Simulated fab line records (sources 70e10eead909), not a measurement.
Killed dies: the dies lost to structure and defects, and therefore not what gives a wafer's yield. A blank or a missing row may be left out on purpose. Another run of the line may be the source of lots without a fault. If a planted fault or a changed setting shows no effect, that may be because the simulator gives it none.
Which of the tools did it? -- flow nandHarc -- 22 lots, 66 wafers sampled, at 6 steps of a route of 1302

== WHAT THE GAUGES READ, wafer by wafer ==
The record holds no reading of a measuring or inspecting step that can be judged against a usual standard deviation.

== WHAT TOOL EACH LOT RAN ON (gives the tool, then ch and the chambers of the sampled wafers, and finally the start) ==
lot,NHARC_A_CHANNEL_HOLE_D2_ETCH_16,NHARC_A_CHANNEL_HOLE_D2_ETCH_19,NHARC_A_CHANNEL_FILL_D2_ETCHBACK_19,NHARC_A_CHANNEL_FILL_D2_STRIP_28,NHARC_A_STAIRCASE_DESCUM_168,NHARC_A_STAIRCASE_STRIP_171
L074,"rieDiel-01 ch 1,3, day 13 02:56 or earlier","harEtch-02 ch 0, day 13 02:56","rieSi-01 ch 0,1, day 14 09:26","rieDiel-08 ch 0,1,3, day 14 09:40","rieDiel-02 ch 0,2, day 15 09:59","plasmaAsher-02 ch 0,1, day 15 10:46"
L075,"rieDiel-01 ch 0,2,3, day 13 11:47 or earlier","harEtch-01 ch 0,1, day 13 11:47","rieSi-01 ch 1,3, day 14 17:49","rieDiel-11 ch 0,2,3, day 14 18:02","rieDiel-05 ch 1,2,3, day 15 18:46","plasmaAsher-02 ch 0,1, day 15 19:05"
L078,"rieDiel-01 ch 0,1,2, day 14 10:04 or earlier","harEtch-01 ch 0,1, day 14 10:04","rieSi-05 ch 1,2, day 15 16:52","rieDiel-11 ch 1,3, day 15 17:04","rieDiel-02 ch 1,2, day 16 17:48","plasmaAsher-01 ch 1, day 16 18:09"
L077,"rieDiel-06 ch 0,3, day 14 14:02 or earlier","harEtch-02 ch 0,1, day 14 14:02","rieSi-05 ch 1,2, day 15 20:40","rieDiel-08 ch 0,1,2, day 15 20:53","rieDiel-03 ch 0,2,3, day 16 21:34","plasmaAsher-01 ch 0,1, day 16 21:52"
L076,"rieDiel-10 ch 0,1, day 14 14:13 or earlier","harEtch-01 ch 0,1, day 14 14:13","rieSi-01 ch 0,1, day 15 20:40","rieDiel-11 ch 0,2, day 15 20:53","rieDiel-05 ch 0,2,3, day 16 21:51","plasmaAsher-02 ch 0,1, day 16 22:10"
L080,"rieDiel-10 ch 0,2,3, day 15 15:18 or earlier","harEtch-02 ch 0, day 15 15:18","rieSi-05 ch 0,1,2, day 16 22:34","rieDiel-11 ch 0,1,3, day 16 22:45","rieDiel-03 ch 0,3, day 18 00:41","plasmaAsher-02 ch 0,1, day 18 01:11"
L082,"rieDiel-01 ch 0,1,2, day 16 05:12 or earlier","harEtch-02 ch 0,1, day 16 05:12","rieSi-01 ch 1,2,3, day 17 12:40","rieDiel-08 ch 0,1,2, day 17 12:53","rieDiel-02 ch 0,2, day 18 13:16","plasmaAsher-01 ch 0,1, day 18 13:37"
L081,"rieDiel-06 ch 0,1,3, day 16 07:00 or earlier","harEtch-01 ch 0, day 16 07:00","rieSi-04 ch 0,2, day 17 12:40","rieDiel-11 ch 0,1,2, day 17 12:53","rieDiel-03 ch 0,1,2, day 18 13:25","plasmaAsher-02 ch 0,1, day 18 13:49"
L084,"rieDiel-10 ch 0,2, day 17 11:50 or earlier","harEtch-02 ch 0,1, day 17 11:50","rieSi-05 ch 0,1,2, day 18 20:58","rieDiel-04 ch 1,2,3, day 18 21:11","rieDiel-02 ch 0,1,3, day 20 01:42","plasmaAsher-02 ch 0,1, day 20 02:19"
L083,"rieDiel-01 ch 0,1,2, day 17 11:50 or earlier","harEtch-01 ch 0,1, day 17 11:50","rieSi-01 ch 0,1,3, day 18 20:58","rieDiel-08 ch 0,1,2, day 18 21:11","rieDiel-05 ch 0,1,2, day 19 21:29","plasmaAsher-02 ch 0,1, day 19 21:59"
L085,"rieDiel-06 ch 1,2,3, day 17 15:55 or earlier","harEtch-02 ch 0,1, day 17 15:55","rieSi-04 ch 1,2,3, day 18 20:59","rieDiel-11 ch 1, day 18 21:20","rieDiel-05 ch 1,2,3, day 19 21:20","plasmaAsher-02 ch 0,1, day 19 21:40"
L086,"rieDiel-06 ch 0,1,2, day 18 00:40 or earlier","harEtch-01 ch 0,1, day 18 00:40","rieSi-01 ch 0,1, day 19 06:37","rieDiel-08 ch 0,2,3, day 19 06:50","rieDiel-02 ch 0,1,3, day 20 08:47","plasmaAsher-01 ch 0,1, day 20 09:47"
L087,"rieDiel-06 ch 0,3, day 18 15:50 or earlier","harEtch-01 ch 0,1, day 18 15:50","rieSi-05 ch 0,1,3, day 20 01:23","rieDiel-04 ch 0,1,2, day 20 01:38","rieDiel-02 ch 0,1,2, day 21 02:31","plasmaAsher-02 ch 0,1, day 21 02:52"
L088,"rieDiel-06 ch 1,2,3, day 19 01:36 or earlier","harEtch-01 ch 0,1, day 19 01:36","rieSi-05 ch 0,1,2, day 20 07:02","rieDiel-11 ch 0,1,3, day 20 07:15","rieDiel-02 ch 1,2,3, day 21 08:57","plasmaAsher-02 ch 0,1, day 21 09:38"
L089,"rieDiel-01 ch 0,1,2, day 19 02:47 or earlier","harEtch-02 ch 0,1, day 19 02:47","rieSi-01 ch 0,1,2, day 20 13:38","rieDiel-11 ch 1,2, day 20 13:51","rieDiel-02 ch 0,1,3, day 21 14:31","plasmaAsher-02 ch 0,1, day 21 14:56"
L090,"rieDiel-06 ch 1,2, day 20 00:42 or earlier","harEtch-02 ch 0,1, day 20 00:42","rieSi-01 ch 0,2,3, day 21 06:55","rieDiel-11 ch 1,2, day 21 07:06","rieDiel-03 ch 0,2,3, day 22 09:53","plasmaAsher-01 ch 0,1, day 22 10:24"
L091,"rieDiel-01 ch 0,1,3, day 20 09:58 or earlier","harEtch-01 ch 0,1, day 20 09:58","rieSi-05 ch 0,2, day 21 15:31","rieDiel-08 ch 0,3, day 21 15:45","rieDiel-05 ch 0,2,3, day 22 17:10","plasmaAsher-02 ch 1, day 22 17:37"
L092,"rieDiel-10 ch 0,2, day 20 11:30 or earlier","harEtch-02 ch 0,1, day 20 11:30","rieSi-04 ch 0,2,3, day 21 15:31","rieDiel-04 ch 0,2,3, day 21 15:46","rieDiel-05 ch 0,1,3, day 22 17:23","plasmaAsher-02 ch 0,1, day 22 18:07"
L093,"rieDiel-10 ch 0,1, day 21 11:46 or earlier","harEtch-02 ch 0,1, day 21 11:46","rieSi-01 ch 0,1,3, day 22 19:30","rieDiel-11 ch 0,1, day 22 19:42","rieDiel-02 ch 0,1,2, day 23 21:11","plasmaAsher-02 ch 1, day 23 21:35"
L094,"rieDiel-06 ch 0,2, day 21 21:14 or earlier","harEtch-02 ch 0,1, day 21 21:14","rieSi-05 ch 0,1,2, day 23 03:18","rieDiel-11 ch 2,3, day 23 03:30","rieDiel-05 ch 0,1,2, day 24 06:51","plasmaAsher-02 ch 0,1, day 24 07:13"
L096,"rieDiel-10 ch 0,1,2, day 22 12:05 or earlier","harEtch-02 ch 0,1, day 22 12:05","rieSi-04 ch 0,1,3, day 23 18:08","rieDiel-11 ch 0,2,3, day 23 18:22","rieDiel-03 ch 1,2,3, day 24 19:50","plasmaAsher-01 ch 0, day 24 20:12"
L097,"rieDiel-01 ch 0,2, day 23 00:04 or earlier","harEtch-02 ch 0,1, day 23 00:04","rieSi-05 ch 2,3, day 24 07:03","rieDiel-04 ch 0,3, day 24 07:16","rieDiel-02 ch 0,1, day 25 11:08","plasmaAsher-02 ch 0,1, day 25 11:26"
- NHARC_A_CHANNEL_HOLE_D2_ETCH_16: etches the open film in O2/COS, target depth 3100 nm, time 806 s.
- NHARC_A_CHANNEL_HOLE_D2_ETCH_19: etches the open film in C4F8/O2/Ar, time 34.5 s.
- NHARC_A_CHANNEL_FILL_D2_ETCHBACK_19: etches the open film in HBr/Cl2, target depth 5 nm, time 1.7 s.
- NHARC_A_CHANNEL_FILL_D2_STRIP_28: strips in O2, time 20 s.
- NHARC_A_STAIRCASE_DESCUM_168: chemistry O2, time 3 s.
- NHARC_A_STAIRCASE_STRIP_171: strips in O2.

== AS READ BY THE TOOLS THEMSELVES (means over the sampled wafers that have a number; for cases with no such wafer, the mark the record gives instead) ==
NHARC_A_CHANNEL_HOLE_D2_ETCH_16. Usual: drypumpMotorCurrentA 5.6 A, standard deviation 0.43; oesProductAu 0.999 a.u., standard deviation 0.0096; rfVppV 313.9 V, standard deviation 1.8; showerheadPlenumPTorr 3.09 Torr, standard deviation 0.11; throttleValvePct 28.330 %, standard deviation 0.0095.
lot,tool,drypumpMotorCurrentA (A),oesProductAu (a.u.),rfVppV (V),showerheadPlenumPTorr (Torr),throttleValvePct (%),flag
L074,rieDiel-01,5.6,0.989,313.0,3.08,28.334,
L075,rieDiel-01,5.8,0.999,314.6,3.18,28.336,
L078,rieDiel-01,5.5,1.005,313.6,3.11,28.334,
L077,rieDiel-06,5.2,0.997,313.8,3.04,28.322,
L076,rieDiel-10,5.7,1.013,316.6,3.28,28.332,
L080,rieDiel-10,5.7,0.996,313.7,3.11,28.327,
L082,rieDiel-01,5.5,0.996,314.0,3.11,28.328,
L081,rieDiel-06,5.5,0.999,313.3,3.03,28.338,
L084,rieDiel-10,5.6,0.993,315.0,3.16,28.324,
L083,rieDiel-01,5.5,0.994,315.8,3.11,28.334,
L085,rieDiel-06,5.8,0.993,312.5,3.02,28.332,
L086,rieDiel-06,5.3,0.990,313.1,3.00,28.338,
L087,rieDiel-06,5.2,0.997,312.3,3.04,28.332,
L088,rieDiel-06,5.8,0.996,312.7,3.02,28.328,
L089,rieDiel-01,5.5,1.003,313.0,3.11,28.338,
L090,rieDiel-06,5.7,0.996,313.5,2.99,28.333,
L091,rieDiel-01,5.6,0.991,313.9,3.08,28.333,
L092,rieDiel-10,5.8,1.023,315.4,3.22,28.329,
L093,rieDiel-10,5.7,1.012,316.9,3.28,28.329,
L094,rieDiel-06,5.0,0.992,312.6,3.01,28.321,
L096,rieDiel-10,5.6,1.002,315.7,3.21,28.324,
L097,rieDiel-01,5.7,0.991,315.0,3.19,28.325,

NHARC_A_CHANNEL_HOLE_D2_ETCH_19. Usual: drypumpMotorCurrentA 6.0 A, standard deviation 0.73; showerheadPlenumPTorr 3.70 Torr, standard deviation 0.16; throttleValvePct 37.038 %, standard deviation 0.0087.
lot,tool,drypumpMotorCurrentA (A),showerheadPlenumPTorr (Torr),throttleValvePct (%),flag
L074,harEtch-02,6.7,3.51,37.028,
L075,harEtch-01,6.1,3.66,37.032,
L078,harEtch-01,6.3,3.59,37.038,
L077,harEtch-02,6.1,3.59,37.041,
L076,harEtch-01,6.1,3.66,37.032,
L080,harEtch-02,6.7,3.49,37.043,
L082,harEtch-02,5.5,3.67,37.031,
L081,harEtch-01,5.9,3.71,37.039,
L084,harEtch-02,5.5,3.83,37.041,
L083,harEtch-01,6.4,3.57,37.033,
L085,harEtch-02,6.1,3.90,37.044,
L086,harEtch-01,6.1,3.63,37.036,
L087,harEtch-01,6.4,3.56,37.035,
L088,harEtch-01,6.1,3.62,37.027,
L089,harEtch-02,5.5,3.81,37.037,
L090,harEtch-02,6.1,3.88,37.034,
L091,harEtch-01,6.3,3.54,37.038,
L092,harEtch-02,6.1,3.88,37.040,
L093,harEtch-02,5.5,3.80,37.043,
L094,harEtch-02,6.1,3.87,37.044,
L096,harEtch-02,6.1,3.86,37.044,
L097,harEtch-02,6.1,3.86,37.035,

NHARC_A_CHANNEL_FILL_D2_ETCHBACK_19. Usual: drypumpMotorCurrentA 5.8 A, standard deviation 0.49; oesProductAu 0.999 a.u., standard deviation 0.014; throttleValvePct 26.407 %, standard deviation 0.0087.
lot,tool,drypumpMotorCurrentA (A),oesProductAu (a.u.),throttleValvePct (%),flag
L074,rieSi-01,6.3,0.994,26.410,
L075,rieSi-01,6.4,0.996,26.407,
L078,rieSi-05,5.6,0.995,26.409,
L077,rieSi-05,5.7,0.986,26.404,
L076,rieSi-01,6.4,0.984,26.395,
L080,rieSi-05,5.8,1.000,26.411,
L082,rieSi-01,5.8,0.999,26.411,
L081,rieSi-04,6.1,1.004,26.414,
L084,rieSi-05,5.8,0.997,26.398,
L083,rieSi-01,6.1,0.985,26.407,
L085,rieSi-04,5.7,1.010,26.405,
L086,rieSi-01,6.1,0.983,26.401,
L087,rieSi-05,5.6,1.009,26.410,
L088,rieSi-05,5.8,1.004,26.408,
L089,rieSi-01,5.8,0.996,26.409,
L090,rieSi-01,5.5,0.990,26.403,
L091,rieSi-05,6.0,0.997,26.402,
L092,rieSi-04,5.9,1.003,26.408,
L093,rieSi-01,6.1,0.991,26.411,
L094,rieSi-05,5.8,0.996,26.418,
L096,rieSi-04,6.0,1.013,26.404,
L097,rieSi-05,5.5,1.000,26.406,

NHARC_A_CHANNEL_FILL_D2_STRIP_28. Usual: drypumpMotorCurrentA 5.7 A, standard deviation 0.45; oesProductAu 0.999 a.u., standard deviation 0.0093; rfVppV 57.7 V, standard deviation 0.91; showerheadPlenumPTorr 3.52 Torr, standard deviation 0.12; throttleValvePct 17.037 %, standard deviation 0.0096.
lot,tool,drypumpMotorCurrentA (A),oesProductAu (a.u.),rfVppV (V),showerheadPlenumPTorr (Torr),throttleValvePct (%),flag
L074,rieDiel-08,5.8,1.009,57.9,3.58,17.042,
L075,rieDiel-11,5.5,0.993,56.2,3.45,17.046,
L078,rieDiel-11,6.1,0.996,58.0,3.52,17.049,
L077,rieDiel-08,5.5,1.005,58.0,3.51,17.030,
L076,rieDiel-11,5.2,1.008,57.1,3.48,17.043,
L080,rieDiel-11,6.0,1.003,57.9,3.52,17.033,
L082,rieDiel-08,5.5,0.999,57.3,3.51,17.038,
L081,rieDiel-11,5.6,0.999,58.1,3.55,17.030,
L084,rieDiel-04,5.8,1.003,56.9,3.56,17.045,
L083,rieDiel-08,5.5,0.989,58.2,3.51,17.044,
L085,rieDiel-11,6.4,1.004,58.7,3.72,17.042,
L086,rieDiel-08,5.7,0.985,57.5,3.52,17.039,
L087,rieDiel-04,5.8,0.989,58.2,3.47,17.039,
L088,rieDiel-11,5.9,1.009,57.7,3.52,17.033,
L089,rieDiel-11,5.5,0.989,58.0,3.58,17.023,
L090,rieDiel-11,6.0,0.997,57.9,3.65,17.036,
L091,rieDiel-08,6.0,0.996,58.0,3.58,17.040,
L092,rieDiel-04,5.8,1.003,57.8,3.51,17.038,
L093,rieDiel-11,6.1,0.998,57.7,3.62,17.038,
L094,rieDiel-11,5.7,0.995,57.6,3.44,17.025,
L096,rieDiel-11,5.5,1.002,56.8,3.44,17.040,
L097,rieDiel-04,5.6,1.014,57.4,3.41,17.036,

NHARC_A_STAIRCASE_DESCUM_168. Usual: drypumpMotorCurrentA 6.0 A, standard deviation 0.4; oesProductAu 0.997 a.u., standard deviation 0.0098; rfVppV 57.6 V, standard deviation 0.88; showerheadPlenumPTorr 1.87 Torr, standard deviation 0.072; throttleValvePct 11.311 %, standard deviation 0.009.
lot,tool,drypumpMotorCurrentA (A),oesProductAu (a.u.),rfVppV (V),showerheadPlenumPTorr (Torr),throttleValvePct (%),flag
L074,rieDiel-02,5.7,1.006,56.9,1.91,11.310,
L075,rieDiel-05,5.8,1.000,58.9,1.93,11.310,
L078,rieDiel-02,6.0,0.993,56.9,1.83,11.310,
L077,rieDiel-03,6.2,0.989,57.7,1.88,11.316,
L076,rieDiel-05,5.9,0.993,57.8,1.86,11.306,
L080,rieDiel-03,6.1,0.988,57.3,1.92,11.307,
L082,rieDiel-02,5.9,1.001,57.1,1.85,11.313,
L081,rieDiel-03,6.0,0.994,58.8,1.90,11.311,
L084,rieDiel-02,5.9,0.990,57.3,1.90,11.309,
L083,rieDiel-05,6.2,0.994,57.2,1.87,11.313,
L085,rieDiel-05,5.7,0.992,56.8,1.92,11.304,
L086,rieDiel-02,5.9,0.997,57.7,1.89,11.306,
L087,rieDiel-02,5.9,0.997,57.9,1.86,11.319,
L088,rieDiel-02,6.0,0.997,57.5,1.84,11.311,
L089,rieDiel-02,5.9,1.006,58.0,1.89,11.317,
L090,rieDiel-03,6.2,0.997,56.8,1.87,11.310,
L091,rieDiel-05,5.9,0.991,57.1,1.85,11.313,
L092,rieDiel-05,6.1,0.985,57.2,1.89,11.313,
L093,rieDiel-02,5.9,1.002,57.4,1.85,11.311,
L094,rieDiel-05,6.2,0.994,57.9,1.86,11.316,
L096,rieDiel-03,6.2,0.993,57.5,1.88,11.317,
L097,rieDiel-02,5.9,0.995,57.5,1.87,11.304,

NHARC_A_STAIRCASE_STRIP_171. Usual: drypumpMotorCurrentA 5.1 A, standard deviation 0.46; heaterPowerW 318 W, standard deviation 29.
lot,tool,drypumpMotorCurrentA (A),heaterPowerW (W),flag
L074,plasmaAsher-02,4.8,337,
L075,plasmaAsher-02,4.8,333,
L078,plasmaAsher-01,5.9,345,
L077,plasmaAsher-01,5.8,300,
L076,plasmaAsher-02,4.8,318,
L080,plasmaAsher-02,4.8,326,
L082,plasmaAsher-01,5.8,299,
L081,plasmaAsher-02,4.8,312,
L084,plasmaAsher-02,4.8,327,
L083,plasmaAsher-02,4.8,333,
L085,plasmaAsher-02,4.8,312,
L086,plasmaAsher-01,5.7,297,
L087,plasmaAsher-02,4.8,317,
L088,plasmaAsher-02,4.8,313,
L089,plasmaAsher-02,4.8,333,
L090,plasmaAsher-01,5.8,299,
L091,plasmaAsher-02,4.7,346,
L092,plasmaAsher-02,4.8,331,
L093,plasmaAsher-02,4.7,348,
L094,plasmaAsher-02,4.8,325,
L096,plasmaAsher-01,5.8,261,
L097,plasmaAsher-02,4.8,326,

== THE ANSWER, worked out from the rows above alone ==
Rule: lot off if the mean of its wafers having a number is beyond 3 standard deviations from the usual mean. A lot without any number at a reading at which 4 lots or more have one is off too. The other lots that the step has rows for count as sound. The gauges are gone through in route order, then the tools' own readings, and for those a lot's mean is taken as printed above. At the first step where some lot is off, the reading lying furthest off is the one used; lots without a number count as furthest.
Nothing can be told from this: no lot is off at any reading shown.

== WHAT WAS PUT IN BY THE SIMULATOR ==
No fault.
